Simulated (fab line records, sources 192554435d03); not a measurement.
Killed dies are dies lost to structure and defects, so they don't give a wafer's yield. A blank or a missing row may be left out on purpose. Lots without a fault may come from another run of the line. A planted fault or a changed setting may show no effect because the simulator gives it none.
fab line records | flow n5_finfet
record lots=7 wafers=18 last_day=18
route steps=1938 shown BEOL_M8@1379 PASSIVATION@1936
lots that met no fault: from a run of the same line without faults
start_h: hours from the record's first day to the start of the lot's first wafer shown | wait_h: hours since the lot's step before | " the same as in the row above | L1.1+2: a row that stands for several wafers | - no value, or no start given | * or withheld: withheld | < > ~ a bound
route shown NAME@n: a module of which the file shows steps, and the number in the route of the first | usual: mean/standard deviation of fault-free wafers | same: alike in all rows | chamber/n: place in a boat | sites: the reading at each site | _std_site: their standard deviation | _edge_site: outer sites' mean less inner sites' | radius_mm: how far each site lies from the wafer's centre | mask NAME#n: copy n | behind: the tool/chamber that last shaped the wafer | hold: why the lot was held/for how many hours/how that ended | device: the transistor (n, p or np) that didn't switch | end of line: the same wafers' tests at the end of the route | a step without rows: its recipe alone | killed: dies lost to structure and defects at the first sort, not the wafer's yield | map: a wafer's dies, x killed, . not, _ none there
set.NAME: the setting as run; set.NAME@STEP: as run at that earlier step | model.NAME: the simulator's own value behind a step, which no gauge read
lots at some steps of the route; a table a step, a row a wafer
services: from which hour (start_h, from the record's first day; less than 0 if before it) a tool's chamber was out of use, for how many hours, and why
## steps
# step N5_BEOL_M8_STRIP_80
# recipe chemistry=N2/H2 time_s=10 power_w=450 temp_c=40 pressure_mtorr=20 rf_frequency_hz=6e+07 bias_power_w=7 n2_flow_sccm=200 h2_flow_sccm=200
# usual drypump_motor_current_A=5.5/0.4 oes_product_au=0.82/0.066 rf_vpp_V=59.3/0.93 showerhead_plenum_p_Torr=2.55/0.1 throttle_valve_pct=23.57/0.29
# columns lot.wafer tool chamber start_h wait_h drypump_motor_current_A oes_product_au rf_hours_counter_h rf_vpp_V showerhead_plenum_p_Torr throttle_valve_pct
L335.1 rie_diel-04 3 - - 5.9 0.89 29 60.2 2.70 23.83
L335.3 " 0 " " 5.1 0.92 8 61.0 2.47 23.24
L335.4 " 1 " " 6.5 0.85 71 59.5 2.46 24.13
L333.2 rie_diel-04 2 - - 5.4 0.80 114 58.7 2.55 23.18
L333.4 " 3 " " 5.9 0.89 29 59.3 2.70 23.83
L333.6 " 1 " " 6.5 0.84 - 59.3 2.46 24.12
L332.3 rie_diel-01 0 - - 5.5 0.86 38 59.2 2.47 23.60
L332.4 " 2 " " 6.0 0.97 6 59.8 2.70 23.80
L332.6 " 0 " " 5.5 0.87 - 58.8 2.47 23.62
L339.2 rie_diel-01 3 - - 5.0 0.85 70 60.5 2.56 23.28
L339.3 " 2 " " 6.0 0.93 20 58.9 2.70 23.81
L339.4 " 3 " " 5.0 0.86 - 59.0 2.56 23.29
L344.2 rie_diel-03 1 - - 5.4 0.82 87 58.9 2.66 23.30
L344.6 " 2 " " 5.6 0.71 - 58.5 2.43 23.83
L350.4 rie_diel-04 0 - - 5.1 0.84 43 59.3 2.46 23.26
L350.6 " 3 " " 5.9 0.84 - 59.8 2.68 23.87
L347.1 rie_diel-03 0 - - 5.4 0.72 188 58.0 2.43 23.57
L347.2 " 3 " " 5.5 0.75 142 61.8 2.65 23.46
# step N5_BEOL_M8_OCD_MEAS_38
# usual trench_depth_nm=94.1/1.7
# columns lot.wafer tool chamber start_h wait_h trench_depth_nm
L335.1 ocd-01 - 246.03 - 93.7
L335.3 " - " " 93.7
L335.4 " - " " 95.6
L333.2 ocd-02 - 246.43 - 93.1
L333.4 " - " " 95.3
L333.6 " - " " 97.8
L332.3 ocd-01 - 246.43 - 94.8
L332.4 " - " " 96.3
L332.6 " - " " 94.7
L339.2 ocd-01 - 288.67 - 94.5
L339.3 " - " " 94.9
L339.4 " - " " 93.9
L344.2 ocd-02 - 331.81 - 94.6
L344.6 " - " " 94.3
L350.4 ocd-01 - 348.22 - 93.4
L350.6 " - " " 93.9
L347.1 ocd-01 - 349.76 - 91.4
L347.2 " - " " 90.7
# step N5_BEOL_M8_HM_STRIP_39
# recipe chemistry=peroxide_tin_strip material=TiN target_depth_a=250 temp_c=50 time_s=158
# step N5_BEOL_M8_SRD_40
# recipe time_s=30 temp_c=23 rinse_liquid=diw dry=ipa_marangoni
# step N5_BEOL_M8_PRECLEAN_42
# recipe chemistry=residue_remover time_s=60 temp_c=40
# step N5_BEOL_M8_SRD_43
# recipe time_s=30 temp_c=23 rinse_liquid=diw dry=ipa_marangoni
# step N5_BEOL_M8_CD_MEAS_35
# recipe target_cd_nm=40 polarity=opening
# usual cd_nm=40.1/0.57
# columns lot.wafer tool chamber start_h wait_h cd_nm
L335.1 cd_sem-03 - 246.18 0.0 40.9
L335.3 " - " " 40.9
L335.4 " - " " 40.0
L333.2 cd_sem-01 - 246.58 0.0 39.0
L333.4 " - " " 40.1
L333.6 " - " " 39.7
L332.3 cd_sem-02 - 246.59 0.0 40.4
L332.4 " - " " 40.9
L332.6 " - " " 40.6
L339.2 cd_sem-02 - 288.82 0.0 40.3
L339.3 " - " " 39.9
L339.4 " - " " 41.1
L344.2 cd_sem-03 - 332.08 0.0 40.4
L344.6 " - " " 39.9
L350.4 cd_sem-03 - 348.37 0.0 39.4
L350.6 " - " " 39.7
L347.1 cd_sem-03 - 349.91 0.0 39.7
L347.2 " - " " 40.4
# step N5_BEOL_M8_CURE_75
# recipe temp_c=370 time_s=120 ambient=DMADMS/He material=SiCOH_lowk
# usual lamp_power_pct=52.31/0.052 wafer_temp_C_max=371.5/0.46
# columns lot.wafer tool chamber start_h wait_h lamp_power_pct wafer_temp_C_max
L335.1 uv_cure-03 1 246.23 0.0 52.38 371.6
L335.3 " 1 " " 52.32 371.4
L335.4 " 1 " " 52.23 370.9
L333.2 uv_cure-02 0 246.67 0.1 52.34 371.8
L333.4 " 0 " " 52.23 372.4
L333.6 " 0 " " 52.26 371.6
L332.3 uv_cure-03 2 246.73 0.1 52.32 371.4
L332.4 " 2 " " 52.36 371.7
L332.6 " 2 " " 52.34 371.6
L339.2 uv_cure-02 0 288.91 0.1 52.38 372.1
L339.3 " 0 " " 52.30 372.0
L339.4 " 0 " " 52.32 371.9
L344.2 uv_cure-02 0 332.28 0.2 52.27 372.2
L344.6 " 0 " " 52.21 371.8
L350.4 uv_cure-02 0 348.56 0.2 52.35 372.0
L350.6 " 0 " " 52.36 371.7
L347.1 uv_cure-01 2 349.95 0.0 52.26 371.3
L347.2 " 2 " " 52.30 371.5
# step N5_BEOL_M8_DEGAS_44
# recipe ambient=vacuum temp_c=250 time_s=60
# usual heater_power_w=325/29
# columns lot.wafer tool chamber start_h wait_h heater_power_w
L335.1 pvd_sputter-01 - 246.83 0.6 332
L335.3 " - " " 348
L335.4 " - " " 272
L333.2 pvd_sputter-01 - 249.09 2.4 321
L333.4 " - " " 307
L333.6 " - " " 327
L332.3 pvd_sputter-01 - 249.75 3.0 327
L332.4 " - " " 305
L332.6 " - " " 349
L339.2 pvd_sputter-01 - 289.81 0.8 332
L339.3 " - " " 314
L339.4 " - " " 347
L344.2 pvd_sputter-01 - 332.74 0.4 335
L344.6 " - " " 359
L350.4 pvd_sputter-02 - 349.81 1.2 310
L350.6 " - " " 317
L347.1 pvd_sputter-02 - 350.29 0.3 373
L347.2 " - " " 318
# step N5_BEOL_M8_PRE_CLEAN_45
# recipe gas=H2/He time_s=30 temp_c=250
# step N5_BEOL_M8_ALD_77
# recipe material=TaN target_thk_a=20 temp_c=275 ald_precursor_family=PDMAT ald_co_reactant=NH3 pressure_torr=3 carrier_flow_sccm=1500 pulse_time_s=2 purge_time_s=3 co_reactant_purge_time_s=2 co_reactant_pulse_time_s=3 ald_cycles=40 precursor_vessel_temp_c=75 precursor_vessel_pressure_torr=26.25 precursor_vessel_carrier_sccm=1000
# usual heater_power_w=421/50 mfc_carrier_sccm=1500/4.3 precursor_vessel_carrier_sccm=1000.0/3
# columns lot.wafer tool chamber start_h wait_h heater_power_w mfc_carrier_sccm precursor_vessel_carrier_sccm
L335.1 ald_metal-04 1 247.16 0.3 444 1496 1004.2
L335.3 " 3 " " 398 1504 999.0
L335.4 " 0 " " 343 1508 1006.0
L333.2 ald_metal-04 3 249.21 0.1 397 1493 999.8
L333.4 " 0 " " 348 1504 1004.6
L333.6 " 3 " " 400 1510 1000.3
L332.3 ald_metal-03 2 249.90 0.1 343 1500 999.1
L332.4 " 3 " " 396 1495 1001.6
L332.6 " 3 " " 379 1500 999.0
L339.2 ald_metal-04 2 289.91 0.0 427 1502 1002.1
L339.3 " 3 " " 405 1505 1000.3
L339.4 " 0 " " 337 1493 1000.7
L344.2 ald_metal-03 0 332.84 0.0 514 1505 999.8
L344.6 " 0 " " 510 1498 1003.2
L350.4 ald_metal-03 2 350.08 0.2 339 1496 1004.0
L350.6 " 0 " " 522 1497 998.5
L347.1 ald_metal-03 0 350.60 0.2 517 1497 996.5
L347.2 " 3 " " 399 1505 998.3
# step N5_BEOL_M8_SURFACE_TREAT_79
# recipe gas=Ar time_s=* ion_energy_ev=* ion_current_ma_cm2=0.5 pressure_mtorr=* ar_flow_sccm=30
# usual throttle_valve_pct=*
# columns lot.wafer tool chamber start_h wait_h throttle_valve_pct
L335.1 pvd_sputter-01 - 248.91 1.6 *
L335.3 " - " " *
L335.4 " - " " *
L333.2 pvd_sputter-01 - 249.61 0.3 *
L333.4 " - " " *
L333.6 " - " " *
L332.3 pvd_sputter-01 - 250.23 0.2 *
L332.4 " - " " *
L332.6 " - " " *
L339.2 pvd_sputter-01 - 293.65 3.6 *
L339.3 " - " " *
L339.4 " - " " *
L344.2 pvd_sputter-02 - 333.15 0.2 *
L344.6 " - " " *
L350.4 pvd_sputter-02 - 350.37 0.2 *
L350.6 " - " " *
L347.1 pvd_sputter-02 - 350.92 0.2 *
L347.2 " - " " *
# step N5_BEOL_M8_CVD_78
# recipe material=Co target_thk_a=20 temp_c=withheld precursor=CCTBA/H2 pressure_torr=30 time_s=142.3
# usual run_length_s=165.2/0.43
# columns lot.wafer tool chamber start_h wait_h run_length_s
L335.1 cvd_co-01 1 249.21 0.3 165.1
L335.3 " 2 " " 165.1
L335.4 " 0 " " 164.4
L333.2 cvd_co-02 2 249.90 0.3 164.5
L333.4 " 0 " " 164.9
L333.6 " 2 " " 165.0
L332.3 cvd_co-01 0 250.30 0.1 164.6
L332.4 " 2 " " 165.1
L332.6 " 1 " " 165.0
L339.2 cvd_co-01 0 293.71 0.0 164.8
L339.3 " 2 " " 164.8
L339.4 " 1 " " 165.0
L344.2 cvd_co-01 0 333.21 0.0 109.5
L344.6 " 0 " " 110.6
L350.4 cvd_co-01 0 350.48 0.1 165.4
L350.6 " 2 " " 110.0
L347.1 cvd_co-01 0 351.12 0.2 164.9
L347.2 " 2 " " 110.3
# step N5_BEOL_M8_SPUTTER_48
# recipe material=Cu target_thk_a=100 temp_c=-20 bias_v=60 power_w=26000 chamber_pressure_pa=0.13 time_s=1.667
# step N5_PASSIVATION_PROBE_49
# usual defect_limited_yield=91.0/1.5 killed_at_M0_to_M3=35/11 killed_at_M4_up=13/5 killed_at_contacts=12/5.9 killed_at_front_end=42/13 killed_at_other=3/3.2 killed_dies=106/18 killed_open=69/13 killed_short=35/8.9 sort_bin_5_function=5.2/0.95 sort_bin_6_memory=3.3/0.71 sort_bin_8_speed=0.00/0.016 sort_n_pass=1074/18 sort_yield_pct=91.0/1.5
# same gross_dies=1180 killed_at_back_side=0 sort_bin_4_leakage[%]=0
# columns lot.wafer tool chamber start_h wait_h defect_limited_yield[%] killed_at_M0_to_M3 killed_at_M4_up killed_at_contacts killed_at_front_end killed_at_other killed_dies killed_open killed_short sort_bin_5_function[%] sort_bin_6_memory[%] sort_bin_8_speed[%] sort_n_pass sort_yield_pct[%]
L335.1 prober-02 - 320.04 0.0 90.6 48 8 10 38 7 111 74 33 4.5 4.3 0 1069 90.6
L335.3 prober-02 - 320.14 0.1 91.5 45 7 18 26 4 100 65 33 4.8 3.3 0 1080 91.5
L335.4 prober-02 - 320.19 0.2 90.6 42 6 21 34 8 111 69 40 5.5 3.4 0 1069 90.6
L333.2 prober-01 - 320.43 0.1 88.1 36 18 6 76 4 140 82 55 7.3 4.2 0 1040 88.1
L333.4 prober-01 - 320.53 0.2 90.8 33 17 14 44 1 109 81 28 5.8 3.1 0 1071 90.8
L333.6 prober-01 - 320.63 0.3 89.8 40 12 9 58 1 120 73 44 6.1 3.6 0.08 1060 89.8
L332.3 prober-01 - 323.93 0.1 90.2 27 14 11 62 2 116 78 37 5.7 3.6 0 1064 90.2
L332.4 prober-01 - 323.98 0.2 90.9 33 3 22 48 1 107 76 30 4.6 4.0 0 1073 90.9
L332.6 prober-01 - 324.08 0.3 90.6 27 19 20 43 2 111 69 42 5.1 3.9 0 1069 90.6
L339.2 prober-01 - 366.89 0.1 92.5 37 6 3 37 5 88 61 27 4.1 3.1 0 1092 92.5
L339.3 prober-01 - 366.94 0.1 90.1 44 23 9 35 6 117 82 34 6.0 3.6 0 1063 90.1
L339.4 prober-01 - 366.99 0.2 93.5 32 8 3 29 5 77 48 27 4.0 2.3 0 1103 93.5
L344.2 prober-02 - 402.39 0.1 92.6 20 7 17 37 6 87 63 22 4.7 2.5 0 1093 92.6
L344.6 prober-02 - 402.59 0.3 94.0 27 8 6 30 0 71 46 21 3.8 2.2 0 1109 94.0
L347.1 prober-01 - 425.28 0.0 91.3 32 15 8 45 3 103 64 38 5.3 2.7 0 1077 91.3
L347.2 prober-01 - 425.33 0.1 94.1 20 12 6 29 3 70 44 22 3.6 2.1 0 1110 94.1
L350.4 prober-02 - 436.23 0.2 92.6 35 14 4 32 2 87 59 24 4.7 2.2 0 1093 92.6
L350.6 prober-02 - 436.33 0.3 93.0 32 8 18 23 2 83 60 22 3.7 3.1 0 1097 93.0
# killed by level:class
L335.1 BEOL_M2:geometric_particle:open=15 BEOL_M0_SAQP:geometric_particle:open=11 BEOL_M3:geometric_particle:open=10 MOL_CONTACT_COAG:geometric_particle:open=8 GATE_CUT:geometric_particle:short=7 BEOL_M0_SAQP:geometric_particle:short=7 STI_FIN_REVEAL:geometric_particle:open=6 FIN_SAQP:geometric_particle:open=3
L335.3 MOL_CONTACT_COAG:geometric_particle:open=14 BEOL_M0_SAQP:geometric_particle:open=11 BEOL_M2:geometric_particle:open=11 BEOL_M0_SAQP:geometric_particle:short=9 GATE_CUT:geometric_particle:open=7 GATE_CUT:geometric_particle:short=5 MOL_CONTACT_COAG:geometric_particle:short=4 BEOL_M2:geometric_particle:short=4
L335.4 MOL_CONTACT_COAG:geometric_particle:open=18 BEOL_M2:geometric_particle:open=12 BEOL_M3:geometric_particle:open=9 GATE_CUT:geometric_particle:short=8 FIN_SAQP:geometric_particle:open=6 BEOL_M0_SAQP:geometric_particle:short=6 FIN_SAQP:geometric_particle:short=5 GATE_CUT:geometric_particle:open=4
L333.2 STI_FIN_REVEAL:geometric_particle:open=14 FIN_SAQP:geometric_particle:short=13 BEOL_M2:geometric_particle:open=11 FIN_SAQP:geometric_particle:open=9 BEOL_M1:geometric_particle:open=8 STI_FIN_REVEAL:geometric_particle:short=7 DUMMY_GATE:geometric_particle:open=7 GATE_CUT:geometric_particle:short=7
L333.4 FIN_SAQP:geometric_particle:open=13 MOL_CONTACT_COAG:geometric_particle:open=12 BEOL_M2:geometric_particle:open=10 BEOL_M0_SAQP:geometric_particle:open=7 FIN_SAQP:geometric_particle:short=6 STARTING-WAFER:geometric_particle:short=6 BEOL_M3:geometric_particle:open=5 BEOL_M4:geometric_particle:open=5
L333.6 FIN_SAQP:geometric_particle:short=14 BEOL_M2:geometric_particle:open=12 FIN_SAQP:geometric_particle:open=11 STI_FIN_REVEAL:geometric_particle:open=9 BEOL_M0_SAQP:geometric_particle:short=8 MOL_CONTACT_COAG:geometric_particle:open=7 BEOL_M3:geometric_particle:open=6 DUMMY_GATE:geometric_particle:short=5
L332.3 FIN_SAQP:geometric_particle:open=18 FIN_SAQP:geometric_particle:short=15 STI_FIN_REVEAL:geometric_particle:open=11 BEOL_M1:geometric_particle:open=11 MOL_CONTACT_COAG:geometric_particle:open=8 BEOL_M5:geometric_particle:open=6 BEOL_M0_SAQP:geometric_particle:open=5 BEOL_M4:geometric_particle:open=4
L332.4 MOL_CONTACT_COAG:geometric_particle:open=21 STI_FIN_REVEAL:geometric_particle:open=12 FIN_SAQP:geometric_particle:open=11 BEOL_M3:geometric_particle:open=10 FIN_SAQP:geometric_particle:short=8 BEOL_M2:geometric_particle:open=5 BEOL_M0:geometric_particle:open=4 BEOL_M0_SAQP:geometric_particle:short=4
L332.6 FIN_SAQP:geometric_particle:open=14 MOL_CONTACT_COAG:geometric_particle:open=14 FIN_SAQP:geometric_particle:short=10 BEOL_M3:geometric_particle:open=8 MOL_CONTACT_COAG:geometric_particle:short=6 BEOL_M1:geometric_particle:open=6 BEOL_M2:geometric_particle:open=5 BEOL_M4:geometric_particle:open=4
L339.2 BEOL_M0_SAQP:geometric_particle:open=11 BEOL_M2:geometric_particle:open=8 DUMMY_GATE:geometric_particle:open=7 DUMMY_GATE:geometric_particle:short=7 BEOL_M1:geometric_particle:open=5 FIN_SAQP:geometric_particle:open=4 STI_FIN_REVEAL:geometric_particle:open=4 BEOL_M0_SAQP:geometric_particle:short=4
L339.3 BEOL_M4:geometric_particle:open=16 DUMMY_GATE:geometric_particle:open=11 BEOL_M0_SAQP:geometric_particle:open=11 MOL_CONTACT_COAG:geometric_particle:open=8 BEOL_M0_SAQP:geometric_particle:short=8 BEOL_M3:geometric_particle:open=8 BEOL_M2:geometric_particle:open=6 STI_FIN_REVEAL:geometric_particle:open=4
L339.4 BEOL_M2:geometric_particle:open=9 STI_FIN_REVEAL:geometric_particle:open=8 GATE_CUT:geometric_particle:short=6 BEOL_M1:geometric_particle:open=6 BEOL_M3:geometric_particle:open=6 FIN_SAQP:geometric_particle:short=4 BEOL_M2:geometric_particle:short=3 MOL_CONTACT_COAG:geometric_particle:open=3
L344.2 MOL_CONTACT_COAG:geometric_particle:open=15 FIN_SAQP:geometric_particle:open=11 FIN_SAQP:geometric_particle:short=6 STI_FIN_REVEAL:geometric_particle:open=6 BEOL_M0:geometric_particle:open=5 BEOL_M2:geometric_particle:open=5 STARTING-WAFER:geometric_particle:open=5 BEOL_M3:geometric_particle:open=4
L344.6 BEOL_M3:geometric_particle:open=12 STI_FIN_REVEAL:geometric_particle:open=8 BEOL_M0_SAQP:geometric_particle:open=6 FIN_SAQP:geometric_particle:open=4 MOL_CONTACT_COAG:geometric_particle:open=4 BEOL_M0_SAQP:geometric_particle:short=4 STARTING-WAFER:geometric_particle:short=3 FIN_SAQP:geometric_particle:short=2
L347.1 FIN_SAQP:geometric_particle:short=12 BEOL_M3:geometric_particle:open=8 BEOL_M1:geometric_particle:open=7 BEOL_M2:geometric_particle:open=7 MOL_CONTACT_COAG:geometric_particle:open=6 BEOL_M5:geometric_particle:open=5 GATE_CUT:geometric_particle:short=4 BEOL_M4:geometric_particle:open=4
L347.2 BEOL_M2:geometric_particle:open=7 FIN_SAQP:geometric_particle:open=6 MOL_CONTACT_COAG:geometric_particle:open=6 STARTING-WAFER:geometric_particle:short=5 FIN_SAQP:geometric_particle:short=4 STI_FIN_REVEAL:geometric_particle:open=4 BEOL_M3:geometric_particle:open=4 BEOL_M4:geometric_particle:open=4
L350.4 BEOL_M0_SAQP:geometric_particle:open=10 BEOL_M3:geometric_particle:open=10 STI_FIN_REVEAL:geometric_particle:open=7 BEOL_M0_SAQP:geometric_particle:short=7 DUMMY_GATE:geometric_particle:open=5 BEOL_M4:geometric_particle:open=5 FIN_SAQP:geometric_particle:short=3 DUMMY_GATE:geometric_particle:short=3
L350.6 MOL_CONTACT_COAG:geometric_particle:open=16 BEOL_M0_SAQP:geometric_particle:open=11 BEOL_M0_SAQP:geometric_particle:short=9 BEOL_M4:geometric_particle:open=5 STI_FIN_REVEAL:geometric_particle:open=4 STARTING-WAFER:geometric_particle:open=4 GATE_CUT:geometric_particle:short=3 GATE_CUT:geometric_particle:open=3
## services
# columns tool chamber start_h hours kind
uv_cure-03 - 223.44 1.0 pm
ald_metal-04 2 227.97 5.6 repair
pvd_sputter-02 - 229.10 4.9 repair
ald_metal-04 3 236.81 5.7 repair
rie_diel-01 - 238.21 2.8 pm
rie_diel-01 2 246.55 8.5 repair
uv_cure-01 - 260.68 1.3 repair
pvd_sputter-01 - 264.67 2.1 repair
uv_cure-02 - 275.49 9.4 repair
rie_diel-01 1 287.24 4.2 repair
cvd_co-02 - 293.87 0.9 repair
rie_diel-03 3 307.29 5.7 repair
rie_diel-04 2 323.48 19.8 repair
uv_cure-01 - 330.93 2.8 pm
cvd_co-01 1 333.40 - clean
cvd_co-01 1 333.40 22.0 scheduled_down
cvd_co-01 1 333.40 22.0 vent_cycle
ald_metal-04 - 337.25 14.0 pm
ald_metal-04 0 337.25 14.0 vent_cycle
ald_metal-04 1 337.25 14.0 vent_cycle
ald_metal-04 2 337.25 14.0 vent_cycle
ald_metal-04 3 337.25 14.0 vent_cycle
## key
first_sign step=N5_BEOL_M8_CVD_78 reading=run_length_s direction=down sigmas=99+ usual=* struck=*
effect none on later readings
met_at N5_BEOL_M8_CVD_78
struck_wafers L344.2,L344.6,L347.2,L350.6
onset_between 293.71 333.21
fault kind=process_parameter_drift tool=cvd_co-01 chamber=- onset_h=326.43 steps=N5_BEOL_M8_CVD_78 channel=time_s offset=* shape=step end_h=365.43 scope=struck_wafers_only acts_in=* stated=*
